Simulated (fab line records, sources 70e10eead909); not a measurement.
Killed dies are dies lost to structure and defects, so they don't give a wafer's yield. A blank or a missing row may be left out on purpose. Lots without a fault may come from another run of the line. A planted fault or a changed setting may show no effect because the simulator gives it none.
A struck lot beside a sound one | flow nand_harc | 41 steps out of a route of 1159
Sound: wafers L522.1, L522.2, L522.3. Struck: wafer L526.1. (L526.5, L526.6 of the same lot were not struck and are left out.) The cause comes at the end.
At each step with rows: each side's tool, then ch and its chambers, then its first start. Under that, the readings that differ: sound wafers | struck wafers | difference of the means | sigmas: that difference in standard deviations of wafers without a fault.
alike: readings whose means differ by less than 2 such deviations, and words and numbers that are the same on both sides. not compared: withheld readings, readings that some wafer has no value for, bounds like >300 that may hide the same value, and numbers for which the record gives no deviation and whose values overlap.
The two part at a step that has a row with sigmas, a row that says differs or no value, or rows on one side only. Numbers that don't overlap but have no deviation are shown without sigmas and don't part them. A reading that every wafer of one side lacks parts them only if that side has two wafers or more.

first, 6 steps without rows for these wafers: NHARC_A_CONTACT_COAT_02 (resist thk 90 nm); NHARC_A_CONTACT_SOFTBAKE_03 (time 55 s); NHARC_A_CONTACT_EBR_04; NHARC_A_CONTACT_EXPOSE_05 (exposes mask A CC); NHARC_A_CONTACT_PEB_06 (peb time 65 s); NHARC_A_CONTACT_DEVELOP_07 (develop time 35 s).
NHARC_A_CONTACT_CD_MEAS_08: target cd 100 nm.
  sound on cd_sem-01 ch 0, day 16 15:17; struck on cd_sem-02 ch 0, day 17 19:26
  alike: cd_nm
NHARC_A_CONTACT_OVL_MEAS_09:
  sound on overlay-01, day 16 15:22; struck on overlay-01, day 17 19:31
  alike: overlay_x_nm, overlay_y_nm
NHARC_A_CONTACT_INSPECT_10:
  sound on defect_inspect-01, day 16 15:24; struck on defect_inspect-01, day 17 19:33
  reading          | sound    | struck | difference | sigmas
  raw_defect_count | 47 45 52 | 12     | -36        | -2
then, 3 steps without rows for these wafers: NHARC_A_CONTACT_DESCUM_13 (chemistry O2, time 3 s); NHARC_A_CONTACT_ETCH_88 (etches the open film in CF4, target depth 39 nm, time 65 s); NHARC_A_CONTACT_ETCH_89 (etches the open film in N2/H2, target depth 260 nm, time 475.3 s).
NHARC_A_CONTACT_ETCH_30: etches the open film in CF4/CHF3, target depth 60.5 nm, time 30.2 s.
  sound on rie_diel-10 ch 0,1,3, day 16 16:01; struck on rie_diel-10 ch 2, day 17 20:08
  reading                | sound | struck | difference | sigmas
  rf_hours_counter_h (h) | 2 2 2 | 11     | +9         |
  alike: drypump_motor_current_A, oes_product_au, rf_vpp_V, showerhead_plenum_p_Torr, throttle_valve_pct
NHARC_A_CONTACT_ETCH_31: etches the open film in O2/COS, target depth 2000 nm, time 520 s.
  sound on rie_diel-10 ch 0,1,3; struck on rie_diel-10 ch 2
  reading                | sound | struck | difference | sigmas
  rf_hours_counter_h (h) | 2 2 2 | 11     | +9         |
  alike: drypump_motor_current_A, o2_flow_sccm, oes_product_au, rf_vpp_V, showerhead_plenum_p_Torr, throttle_valve_pct
NHARC_A_CONTACT_ETCH_134: etches the open film in C4F8/O2/Ar, time 140 s, target depth 700 nm.
  sound on har_cap_etch-02 ch 0,1, day 16 16:31; struck on har_cap_etch-03 ch 1, day 17 20:37
  not compared: rf_hours_counter_h
then, 5 steps without rows for these wafers: NHARC_A_CONTACT_ETCH_135 (etches the open film in C4F8/O2/Ar, time 132 s, target depth 1287 nm); NHARC_A_CONTACT_ETCH_136 (etches the open film in C4F8/O2/Ar, time 132 s, target depth 1287 nm); NHARC_A_CONTACT_ETCH_137 (etches the open film in C4F8/O2/Ar, time 132 s, target depth 1287 nm); NHARC_A_CONTACT_ETCH_138 (etches the open film in C4F8/O2/Ar, time 132 s, target depth 1289 nm); NHARC_A_CONTACT_ETCH_139 (etches the open film in C4F8/O2/Ar, time 137 s, target depth 590 nm).
NHARC_A_CONTACT_ETCH_92: etches the open film in CH3F/O2, target depth 40 nm, time 85.7 s.
  sound on rie_diel-03 ch 0,1,3, day 16 17:43; struck on rie_diel-10 ch 2, day 17 21:45
  reading                | sound             | struck | difference | sigmas
  o2_flow_sccm (sccm)    | 29.97 30.07 30.25 | 29.81  | -0.29      | -3
  rf_hours_counter_h (h) | 64 61 63          | 11     | -52        |
  alike: drypump_motor_current_A, oes_product_au, rf_vpp_V, showerhead_plenum_p_Torr, throttle_valve_pct
then, 1 step without rows for these wafers: NHARC_A_CONTACT_ETCH_98 (etches the open film in C4F6/O2, target depth 20 nm, time 10 s).
NHARC_A_CONTACT_CD_MEAS_15:
  sound on cd_sem-01, day 16 17:58; struck on cd_sem-03, day 17 21:59
  alike: cd_nm
then, 3 steps without rows for these wafers: NHARC_A_CONTACT_STRIP_107 (strips in N2/H2); NHARC_A_CONTACT_STRIP_108 (strips in CF4/CHF3); NHARC_A_CONTACT_STRIP_109 (strips in O2/COS).
NHARC_A_CONTACT_ETCH_110: etches the open film in CF4/O2, target depth 50 nm, overetch 5 nm, time 27.5 s.
  sound on rie_diel-10 ch 0,1,2, day 16 18:16; struck on rie_diel-03 ch 0, day 17 22:16
  reading                | sound | struck | difference | sigmas
  rf_hours_counter_h (h) | 3 3 3 | 0      | -3         |
  alike: drypump_motor_current_A, o2_flow_sccm, oes_product_au, rf_vpp_V, showerhead_plenum_p_Torr, throttle_valve_pct
then, 3 steps without rows for these wafers: NHARC_A_CONTACT_STRIP_26 (strips in O2); NHARC_A_CONTACT_STRIP_27 (strips in post etch residue remover, time 600 s); NHARC_A_CONTACT_ALD_18 (deposits TiN, target thk 3 nm, pulse time 1 s, ald cycles 150).
NHARC_A_CONTACT_CVD_19: deposits W, target thk 300 nm, time 802 s.
  sound on cvd_w-01 ch 0,1; struck on cvd_w-01 ch 0
  alike: heater_power_w, throttle_valve_pct
then, 9 steps without rows for these wafers: NHARC_A_CONTACT_CMP_20 (polishes, t overpolish 30 s, target thk 300 nm); NHARC_A_CONTACT_SRD_22; NHARC_A_BLC_DEHYDRATE_00 (time 120 s); NHARC_A_BLC_HMDS_01 (time 30 s); NHARC_A_BLC_COAT_02 (time 75 s); NHARC_A_BLC_COAT_03 (time 65 s); NHARC_A_BLC_COAT_04 (resist thk 90 nm); NHARC_A_BLC_SOFTBAKE_05 (time 55 s); NHARC_A_BLC_EBR_06.
-- the record jumps here: 2 days lie between the struck wafers' starts before and after (it left off in module A_BLC and takes up again in module END, whose first step shown is number 1159 of the route) --
NHARC_END_SORT_01:
  the record has rows for the struck wafers here (prober-02 ch 0, day 20 08:15) and none for the sound ones

WHERE THEY PART
First at NHARC_A_CONTACT_INSPECT_10; last, within this record, at NHARC_END_SORT_01.

WHY: what the simulator had put in
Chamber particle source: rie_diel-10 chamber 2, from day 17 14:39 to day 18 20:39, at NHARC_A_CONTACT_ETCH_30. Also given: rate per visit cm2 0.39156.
